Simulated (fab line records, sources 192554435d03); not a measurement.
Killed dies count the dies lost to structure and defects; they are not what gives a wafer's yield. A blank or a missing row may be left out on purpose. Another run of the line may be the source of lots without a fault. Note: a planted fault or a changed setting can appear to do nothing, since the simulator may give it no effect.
Chamber matching + flow n5-finfet + 4 sister chambers for N5_BEOL_M0_SAQP_DESCUM_45 on rie-diel-02
The step chemistry O2, time 7 s. 24 wafers are shown with their chamber, then 12 later ones without.

## WAFERS PAIRED WITH THEIR CHAMBERS
| wafer  | chamber | throttle-valve-pct (%) | drypump-motor-current-A (A) | showerhead-plenum-p-Torr (Torr) |
|--------|---------|------------------------|-----------------------------|---------------------------------|
| L074.1 | 0       | 19.85                  | 5.9                         | 2.22                            |
| L074.2 | 3       | 20.42                  | 5.8                         | 2.18                            |
| L074.3 | 2       | 20.57                  | 5.2                         | 2.10                            |
| L075.1 | 2       | 20.57                  | 5.1                         | 2.10                            |
| L075.2 | 3       | 20.43                  | 5.7                         | 2.18                            |
| L075.4 | 0       | 19.84                  | 5.9                         | 2.22                            |
| L077.1 | 3       | 20.44                  | 5.8                         | 2.18                            |
| L077.5 | 1       | 20.22                  | 5.4                         | 2.15                            |
| L077.6 | 0       | 19.85                  | 5.9                         | 2.22                            |
| L085.3 | 2       | 20.60                  | 5.2                         | 2.10                            |
| L085.4 | 0       | 19.89                  | 5.9                         | 2.22                            |
| L085.5 | 3       | 20.45                  | 5.8                         | 2.18                            |
| L086.2 | 1       | 20.24                  | 5.4                         | 2.14                            |
| L086.5 | 0       | 19.88                  | 5.9                         | 2.22                            |
| L086.6 | 1       | 20.23                  | 5.4                         | 2.14                            |
| L088.1 | 2       | 20.61                  | 5.2                         | 2.10                            |
| L088.3 | 0       | 19.89                  | 5.9                         | 2.21                            |
| L088.4 | 1       | 20.25                  | 5.4                         | 2.14                            |
| L091.1 | 2       | 20.61                  | 5.2                         | 2.09                            |
| L091.5 | 0       | 19.89                  | 5.9                         | 2.21                            |
| L091.6 | 1       | 20.27                  | 5.4                         | 2.14                            |
| L092.1 | 0       | 19.88                  | 5.9                         | 2.21                            |
| L092.2 | 2       | 20.61                  | 5.2                         | 2.09                            |
| L092.3 | 1       | 20.26                  | 5.4                         | 2.14                            |

SIGNATURES (means of the wafers above)
| reading                  | chamber 0 | chamber 1 | chamber 2 | chamber 3 | scatter within a chamber |
|--------------------------|-----------|-----------|-----------|-----------|--------------------------|
| throttle-valve-pct       | 19.8712   | 20.2450   | 20.5950   | 20.4350   | 0.0191                   |
| drypump-motor-current-A  | 5.900     | 5.400     | 5.183     | 5.775     | 0.0281                   |
| showerhead-plenum-p-Torr | 2.2163    | 2.1417    | 2.0967    | 2.1800    | 0.0045                   |
Rule: for each reading, subtract the chamber's mean from the wafer's reading, divide by that reading's scatter and square the result; add these up over the readings and take the root, which gives the wafer's distance from the chamber. If the next closest chamber is less than 2 further off than the closest, the wafer can't be placed; otherwise it belongs to the closest. The scatter: the root of (the sum of the squares of (reading less its chamber's mean) over the shown wafers, divided by (wafers less chambers)).

## WAFERS WITH NO CHAMBER GIVEN
| wafer  | throttle-valve-pct (%) | drypump-motor-current-A (A) | showerhead-plenum-p-Torr (Torr) |
|--------|------------------------|-----------------------------|---------------------------------|
| L093.1 | 19.89                  | 5.9                         | 2.21                            |
| L093.2 | 20.61                  | 5.2                         | 2.09                            |
| L093.4 | 20.26                  | 5.4                         | 2.14                            |
| L094.2 | 20.26                  | 5.4                         | 2.14                            |
| L094.4 | 20.49                  | 5.8                         | 2.17                            |
| L094.6 | 20.61                  | 5.1                         | 2.09                            |
| L095.1 | 20.62                  | 5.2                         | 2.09                            |
| L095.2 | 19.89                  | 5.9                         | 2.21                            |
| L095.3 | 20.27                  | 5.4                         | 2.14                            |
| L095.4 | 20.50                  | 5.7                         | 2.17                            |
| L095.5 | 20.49                  | 5.8                         | 2.17                            |
| L095.6 | 20.61                  | 5.2                         | 2.09                            |

## THE CHAMBER EACH PASSED THROUGH
| wafer  | from the rows above | in truth |
|--------|---------------------|----------|
| L093.1 | 0                   | 0        |
| L093.2 | 2                   | 2        |
| L093.4 | 1                   | 1        |
| L094.2 | 1                   | 1        |
| L094.4 | 3                   | 3        |
| L094.6 | 2                   | 2        |
| L095.1 | 2                   | 2        |
| L095.2 | 0                   | 0        |
| L095.3 | 1                   | 1        |
| L095.4 | 3                   | 3        |
| L095.5 | 3                   | 3        |
| L095.6 | 2                   | 2        |
Correctly placed: 12 of 12. From these rows, 0 cannot be placed. Number placed wrongly: 0.
